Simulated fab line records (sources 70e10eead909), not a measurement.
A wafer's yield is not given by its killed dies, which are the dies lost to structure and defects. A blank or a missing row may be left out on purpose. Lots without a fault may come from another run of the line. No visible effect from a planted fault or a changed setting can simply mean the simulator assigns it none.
Chamber matching -- flow nand_harc -- rie_diel-07 running NHARC_P_BONDPAD_ETCH_24: 4 sister chambers
The step etches the open film in CF4/N2, target depth 30 nm, time 72.99 s. 8 wafers are shown with their chamber, then 8 later ones without.

WAFERS PAIRED WITH THEIR CHAMBERS
wafer,chamber,showerhead_plenum_p_Torr (Torr),rf_fwd_power_W (W)
L575.3,3,2.67,294.3
L577.6,1,2.80,296.1
L578.5,0,2.69,299.8
L578.6,3,2.67,295.8
L591.2,0,2.68,298.2
L591.4,1,2.80,296.3
L591.6,2,2.74,297.5
L593.1,2,2.74,296.3

WAFERS MISSING THEIR CHAMBER
wafer,showerhead_plenum_p_Torr (Torr),rf_fwd_power_W (W)
L593.2,2.79,296.2
L593.5,2.74,297.0
L594.1,2.68,298.2
L594.3,2.79,296.1
L594.5,2.68,298.1
L595.2,2.74,296.5
L595.3,2.79,295.2
L595.6,2.79,295.9

CHAMBER TAKEN BY EACH
wafer,from the rows above,in truth
L593.2,1,1
L593.5,2,2
L594.1,0,0
L594.3,1,1
L594.5,0,0
L595.2,2,2
L595.3,1,1
L595.6,1,1
Correct placement for 8 of the 8. Number that these rows cannot place: 0. Placed wrongly: 0.
How it was worked out, from the rows above alone: a wafer's distance from a chamber is the root of the sum, over the readings, of the square of ((its reading less the chamber's mean) divided by the reading's scatter). If the next closest chamber is less than 2 further off than the closest, the wafer can't be placed; otherwise it belongs to the closest. The mean given for a chamber averages the wafers shown for that chamber. The scatter: take each reading less its chamber's mean, square it, sum over the shown wafers, divide by the number of wafers less the number of chambers, and take the root.
